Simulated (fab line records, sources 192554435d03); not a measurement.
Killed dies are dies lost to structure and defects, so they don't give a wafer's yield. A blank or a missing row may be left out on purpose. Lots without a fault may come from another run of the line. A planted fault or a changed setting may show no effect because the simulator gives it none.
Which tool did it? | flow n5_finfet | 24 lots, 72 wafers sampled, at 3 steps of a route of 1938

WHAT THE GAUGES READ, wafer by wafer
N5_BEOL_M13_OVL_MEAS_29. Usual: M13_OVL -2 nm, standard deviation 5.
lot  | measured     | on         | M13_OVL (nm) | flag
L075 | day 12 05:10 | overlay-02 | 3 2 7        |
L074 | day 12 19:20 | overlay-01 | -2 -2 1      |
L076 | day 12 19:46 | overlay-02 | -2 -3 0      |
L077 | day 13 00:18 | overlay-02 | 1 -3 -1      |
L078 | day 13 08:05 | overlay-01 | -6 -4 -3     |
L079 | day 13 13:28 | overlay-01 | -3 0 -3      |
L082 | day 13 16:44 | overlay-01 | 1 -9 -10     |
L081 | day 13 22:50 | overlay-02 | -4 -10 -3    |
L080 | day 14 07:43 | overlay-02 | -6 4 -1      |
L083 | day 14 09:29 | overlay-02 | 2 1 10       |
L084 | day 14 13:52 | overlay-01 | -6 -14 -8    |
L085 | day 14 14:39 | overlay-01 | 2 -3 1       |
L086 | day 14 23:04 | overlay-02 | -2 -10 -12   |
L088 | day 15 16:20 | overlay-01 | 0 -1 -6      |
L087 | day 15 23:15 | overlay-01 | -8 -8 -2     |
L091 | day 16 01:53 | overlay-02 | 4 -9 -6      |
L089 | day 16 16:50 | overlay-01 | 4 0 7        |
L090 | day 17 00:41 | overlay-02 | -3 -1 1      |
L093 | day 17 04:34 | overlay-01 | -1 -4 -6     |
L092 | day 17 16:47 | overlay-02 | -7 -9 1      |
L096 | day 18 09:46 | overlay-01 | -3 0 3       |
L094 | day 18 10:26 | overlay-01 | -1 1 -6      |
L095 | day 18 10:38 | overlay-02 | 6 5 5        |
L097 | day 18 12:46 | overlay-01 | 3 9 3        |

WHICH TOOL RAN EACH LOT (tool, then ch and the chambers of the sampled wafers, then the start)
lot  | N5_BEOL_M11_ETCH_65                | N5_BEOL_M11_VIA_ETCH_34
L075 | rie_diel-01 ch 0,1,3, day 11 10:41 | rie_diel-01 ch 0,1,3, day 11 10:52
L074 | rie_diel-02 ch 1,2, day 12 00:43   | rie_diel-02 ch 1,2, day 12 00:54
L076 | rie_diel-02 ch 0,1, day 12 10:44   | rie_diel-02 ch 0,1, day 12 10:55
L077 | rie_diel-03 ch 0,2,3, day 12 11:11 | rie_diel-03 ch 0,2,3, day 12 11:22
L078 | rie_diel-01 ch 0,2,3, day 12 20:25 | rie_diel-01 ch 0,2,3, day 12 20:35
L079 | rie_diel-03 ch 1,2,3, day 13 03:09 | rie_diel-03 ch 1,2,3, day 13 03:19
L082 | rie_diel-01 ch 1,2,3, day 13 06:14 | rie_diel-01 ch 1,2,3, day 13 06:25
L081 | rie_diel-01 ch 0,2,3, day 13 10:46 | rie_diel-01 ch 0,2,3, day 13 10:57
L080 | rie_diel-02 ch 1,2,3, day 13 18:11 | rie_diel-02 ch 1,2,3, day 13 18:21
L083 | rie_diel-03 ch 2,3, day 13 19:44   | rie_diel-03 ch 2,3, day 13 19:55
L084 | rie_diel-02 ch 0,1,2, day 13 21:39 | rie_diel-02 ch 0,1,2, day 13 21:49
L085 | rie_diel-02 ch 1,3, day 14 01:38   | rie_diel-02 ch 1,3, day 14 01:49
L086 | rie_diel-02 ch 1,2,3, day 14 04:06 | rie_diel-02 ch 1,2,3, day 14 04:17
L088 | rie_diel-02 ch 1,2, day 15 05:44   | rie_diel-02 ch 1,2, day 15 05:55
L087 | rie_diel-03 ch 1,3, day 15 10:28   | rie_diel-03 ch 1,3, day 15 10:38
L091 | rie_diel-03 ch 0,2, day 15 12:04   | rie_diel-03 ch 0,2, day 15 12:15
L089 | rie_diel-01 ch 0,1,2, day 16 05:22 | rie_diel-01 ch 0,1,2, day 16 05:32
L090 | rie_diel-03 ch 0,1,2, day 16 14:31 | rie_diel-03 ch 0,1,2, day 16 14:41
L093 | rie_diel-03 ch 0,1,2, day 16 17:49 | rie_diel-03 ch 0,1,2, day 16 17:59
L092 | rie_diel-01 ch 0,2,3, day 17 02:05 | rie_diel-01 ch 0,2,3, day 17 02:16
L096 | rie_diel-03 ch 1,2, day 18 01:10   | rie_diel-03 ch 1,2, day 18 01:20
L094 | rie_diel-01 ch 1,2,3, day 18 01:20 | rie_diel-01 ch 1,2,3, day 18 01:31
L095 | rie_diel-02 ch 0,1, day 18 01:23   | rie_diel-02 ch 0,1, day 18 01:33
L097 | rie_diel-03 ch 1,2, day 18 02:15   | rie_diel-03 ch 1,2, day 18 02:25
- N5_BEOL_M11_ETCH_65: etches SiARC in CF4, target depth 39 nm, time 65 s.
- N5_BEOL_M11_VIA_ETCH_34: etches SiCOH lowk in C4F6/O2, target depth 184.5 nm, time 69.2 s.

WHAT THE TOOLS THEMSELVES READ (means of the sampled wafers that have a number; where no wafer has one, the mark that the record gives instead)
N5_BEOL_M11_ETCH_65. Usual: drypump_motor_current_A 5.6 A, standard deviation 0.34; etch_rf_on_time_s 64.5 s, standard deviation 1.4; oes_product_au 0.64 a.u., standard deviation 0.063; rf_vpp_V 184.2 V, standard deviation 1.2; showerhead_plenum_p_Torr 2.15 Torr, standard deviation 0.065; throttle_valve_pct 15.86 %, standard deviation 0.2.
lot  | tool        | drypump_motor_current_A (A) | etch_rf_on_time_s (s) | oes_product_au (a.u.) | rf_vpp_V (V) | showerhead_plenum_p_Torr (Torr) | throttle_valve_pct (%) | flag
L075 | rie_diel-01 | 6.1                         | 64.2                  | 0.62                  | 183.9        | 2.10                            | 15.85                  |
L074 | rie_diel-02 | 5.6                         | 66.9                  | 0.60                  | 184.1        | 2.18                            | 15.91                  |
L076 | rie_diel-02 | 5.7                         | 66.6                  | 0.63                  | 185.2        | 2.16                            | 15.68                  |
L077 | rie_diel-03 | 5.4                         | 65.1                  | 0.62                  | 183.7        | 2.13                            | 15.91                  |
L078 | rie_diel-01 | 5.9                         | 64.0                  | 0.61                  | 184.8        | 2.12                            | 15.92                  |
L079 | rie_diel-03 | 5.5                         | 63.7                  | 0.67                  | 184.5        | 2.17                            | 15.87                  |
L082 | rie_diel-01 | 6.0                         | 64.7                  | 0.61                  | 183.5        | 2.12                            | 15.92                  |
L081 | rie_diel-01 | 5.9                         | 64.5                  | 0.61                  | 184.2        | 2.12                            | 15.93                  |
L080 | rie_diel-02 | 5.4                         | 64.8                  | 0.65                  | 185.4        | 2.20                            | 15.88                  |
L083 | rie_diel-03 | 5.4                         | 65.0                  | 0.62                  | 183.0        | 2.12                            | 16.03                  |
L084 | rie_diel-02 | 5.7                         | 64.8                  | 0.63                  | 183.9        | 2.14                            | 15.76                  |
L085 | rie_diel-02 | 5.2                         | 64.5                  | 0.71                  | 185.0        | 2.25                            | 15.79                  |
L086 | rie_diel-02 | 5.4                         | 65.0                  | 0.65                  | 185.0        | 2.20                            | 15.89                  |
L088 | rie_diel-02 | 5.6                         | 65.7                  | 0.59                  | 184.1        | 2.17                            | 15.95                  |
L087 | rie_diel-03 | 5.8                         | 64.0                  | 0.70                  | 185.0        | 2.21                            | 15.77                  |
L091 | rie_diel-03 | 5.4                         | 64.0                  | 0.62                  | 183.4        | 2.12                            | 15.91                  |
L089 | rie_diel-01 | 5.8                         | 64.9                  | 0.59                  | 183.9        | 2.14                            | 16.03                  |
L090 | rie_diel-03 | 5.6                         | 63.8                  | 0.66                  | 184.5        | 2.16                            | 15.80                  |
L093 | rie_diel-03 | 5.5                         | 63.3                  | 0.65                  | 184.4        | 2.16                            | 15.82                  |
L092 | rie_diel-01 | 5.9                         | 64.8                  | 0.58                  | 184.7        | 2.11                            | 15.98                  |
L096 | rie_diel-03 | 5.7                         | 62.8                  | 0.69                  | 184.2        | 2.20                            | 15.78                  |
L094 | rie_diel-01 | 6.0                         | 63.2                  | 0.68                  | 183.4        | 2.11                            | 15.83                  |
L095 | rie_diel-02 | 5.7                         | 67.4                  | 0.60                  | 184.4        | 2.15                            | 15.76                  |
L097 | rie_diel-03 | 5.8                         | 63.1                  | 0.69                  | 184.3        | 2.20                            | 15.77                  |

N5_BEOL_M11_VIA_ETCH_34. Usual: drypump_motor_current_A 5.6 A, standard deviation 0.34; oes_product_au 0.75 a.u., standard deviation 0.074; rf_vpp_V 667 V, standard deviation 11; showerhead_plenum_p_Torr 2.86 Torr, standard deviation 0.09; throttle_valve_pct 21.14 %, standard deviation 0.19.
lot  | tool        | drypump_motor_current_A (A) | oes_product_au (a.u.) | rf_vpp_V (V) | showerhead_plenum_p_Torr (Torr) | throttle_valve_pct (%) | flag
L075 | rie_diel-01 | 6.1                         | 0.72                  | 667          | 2.79                            | 21.14                  |
L074 | rie_diel-02 | 5.6                         | 0.70                  | 663          | 2.89                            | 21.20                  |
L076 | rie_diel-02 | 5.7                         | 0.75                  | 672          | 2.88                            | 20.95                  |
L077 | rie_diel-03 | 5.4                         | 0.72                  | 662          | 2.83                            | 21.20                  |
L078 | rie_diel-01 | 5.9                         | 0.71                  | 667          | 2.81                            | 21.14                  |
L079 | rie_diel-03 | 5.6                         | 0.78                  | 667          | 2.88                            | 21.17                  |
L082 | rie_diel-01 | 6.0                         | 0.71                  | 668          | 2.81                            | 21.13                  |
L081 | rie_diel-01 | 5.9                         | 0.70                  | 666          | 2.81                            | 21.14                  |
L080 | rie_diel-02 | 5.4                         | 0.76                  | 666          | 2.93                            | 21.22                  |
L083 | rie_diel-03 | 5.4                         | 0.71                  | 656          | 2.81                            | 21.30                  |
L084 | rie_diel-02 | 5.7                         | 0.74                  | 661          | 2.84                            | 21.01                  |
L085 | rie_diel-02 | 5.2                         | 0.83                  | 680          | 3.00                            | 21.18                  |
L086 | rie_diel-02 | 5.4                         | 0.76                  | 667          | 2.93                            | 21.22                  |
L088 | rie_diel-02 | 5.6                         | 0.69                  | 663          | 2.88                            | 21.23                  |
L087 | rie_diel-03 | 5.8                         | 0.82                  | 676          | 2.94                            | 21.11                  |
L091 | rie_diel-03 | 5.4                         | 0.72                  | 665          | 2.82                            | 21.19                  |
L089 | rie_diel-01 | 5.7                         | 0.69                  | 663          | 2.84                            | 21.28                  |
L090 | rie_diel-03 | 5.6                         | 0.77                  | 673          | 2.88                            | 21.12                  |
L093 | rie_diel-03 | 5.5                         | 0.77                  | 674          | 2.88                            | 21.13                  |
L092 | rie_diel-01 | 5.9                         | 0.69                  | 666          | 2.80                            | 21.18                  |
L096 | rie_diel-03 | 5.7                         | 0.80                  | 677          | 2.93                            | 21.10                  |
L094 | rie_diel-01 | 6.0                         | 0.79                  | 666          | 2.79                            | 21.09                  |
L095 | rie_diel-02 | 5.7                         | 0.71                  | 672          | 2.86                            | 21.01                  |
L097 | rie_diel-03 | 5.7                         | 0.80                  | 678          | 2.93                            | 21.10                  |

THE ANSWER, worked out from the rows above alone
Rule: a lot is off if the mean of its wafers that have a number lies more than 3 standard deviations from the usual mean. A lot without any number at a reading at which 4 lots or more have one is off too. The other lots that the step has rows for count as sound. The gauges are gone through in route order, then the tools' own readings, and for those a lot's mean is taken as printed above. The first step at which some lot is off is used, and at that step the reading that is off furthest; a lot without a number counts as furthest.
No lot is off at any reading shown: from this, nothing can be told.

WHAT THE SIMULATOR HAD PUT IN
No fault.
